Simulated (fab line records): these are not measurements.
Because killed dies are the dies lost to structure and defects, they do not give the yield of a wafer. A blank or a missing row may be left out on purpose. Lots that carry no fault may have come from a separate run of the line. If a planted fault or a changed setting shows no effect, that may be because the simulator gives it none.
Struck lot and sound lot, side by side / flow nand-harc / 14 steps out of a route of 1302
Sound: these wafers, L960.3, L960.5, L960.6. Struck: wafer L974.3. (L974.2 of the same lot was not struck and is left out.) The cause comes at the end.
Per side, at each step with rows, come the tool, then ch with its chambers, and then its first start. Under that, the readings that differ: sound wafers / struck wafers / difference of the means / sigmas: that difference in standard deviations of wafers without a fault.
alike: readings with means less than 2 such deviations apart, plus words and numbers identical on both sides. not compared: withheld readings, readings lacking a value on some wafer, bounds such as >300 that could conceal the same value, and numbers that have no deviation in the record and whose values overlap.
Wherever a step has rows on one side only, a row that says differs or no value, or a row with sigmas, the two part there. Numbers that have no deviation but don't overlap get no sigmas and don't part them. A reading that every wafer of one side lacks parts them only if that side has two wafers or more.

NHARC_A_ZERO_WELL_INSPECT_17:
  sound on defect-inspect-02, day 8 03:35; struck on defect-inspect-01, day 14 00:15
  alike: raw-defect-count
then, 3 steps without rows for these wafers: NHARC_A_SOURCE_PLATE_PRECLEAN_00 (cleans in HF-LAST, time 60 s); NHARC_A_SOURCE_PLATE_SRD_01; NHARC_A_SOURCE_PLATE_OXIDE_02 (material SiO2, target thk 10 nm, ox time 1362 s).
NHARC_A_SOURCE_PLATE_THK_MEAS_09: measures by ellipsometry.
  sound on film-metro-02, day 8 10:52; struck on film-metro-01, day 14 07:59
  alike: thk-nm
then, 3 steps without rows for these wafers: NHARC_A_SOURCE_PLATE_PVD_04 (deposits WSi2, target thk 50 nm); NHARC_A_SOURCE_PLATE_CVD_03 (deposits poly-Si, target thk 200 nm, time 4000 s); NHARC_A_SOURCE_PLATE_ANNEAL_05 (time 1800 s).
NHARC_A_SOURCE_PLATE_THK_MEAS_06: measures by ellipsometry.
  sound on film-metro-01, day 8 23:18; struck on film-metro-02, day 14 20:55
  alike: thk-nm
NHARC_A_SOURCE_PLATE_INSPECT_08:
  sound on defect-inspect-01, day 8 23:22; struck on defect-inspect-01, day 14 21:01
  alike: raw-defect-count
NHARC_A_ONON_D1_DEP_00: target thk 1000 nm.
  sound on pecvd-onon-01 ch 0, day 8 23:32; struck on pecvd-onon-01 ch 0, day 14 21:08
NHARC_A_ONON_D1_THK_MEAS_02: measures by ellipsometry.
  sound on film-metro-02, day 8 23:56; struck on film-metro-01, day 14 21:35
reading=thk-nm (nm); sound=1004 1001 1001; struck=384; difference=-618; sigmas=-67
next comes 1 step that has no rows for these wafers: NHARC_A_ONON_D1_DEP_03 (target thickness 1000 nm).
-- jump in the record: it breaks off in module A_ONON_D1 and resumes in module END (first step shown: number 1302 of the route), and 17 days separate the struck wafers' starts before and after --
NHARC_END_SORT_01:
  only the struck wafers appear in the record here, on prober-02 ch 0 at day 32 07:22; the sound ones have no rows

== WHERE THEY PART ==
Earliest at NHARC_A_ONON_D1_THK_MEAS_02; latest, in this record, at NHARC_END_SORT_01.

WHY: whatever the simulator had introduced
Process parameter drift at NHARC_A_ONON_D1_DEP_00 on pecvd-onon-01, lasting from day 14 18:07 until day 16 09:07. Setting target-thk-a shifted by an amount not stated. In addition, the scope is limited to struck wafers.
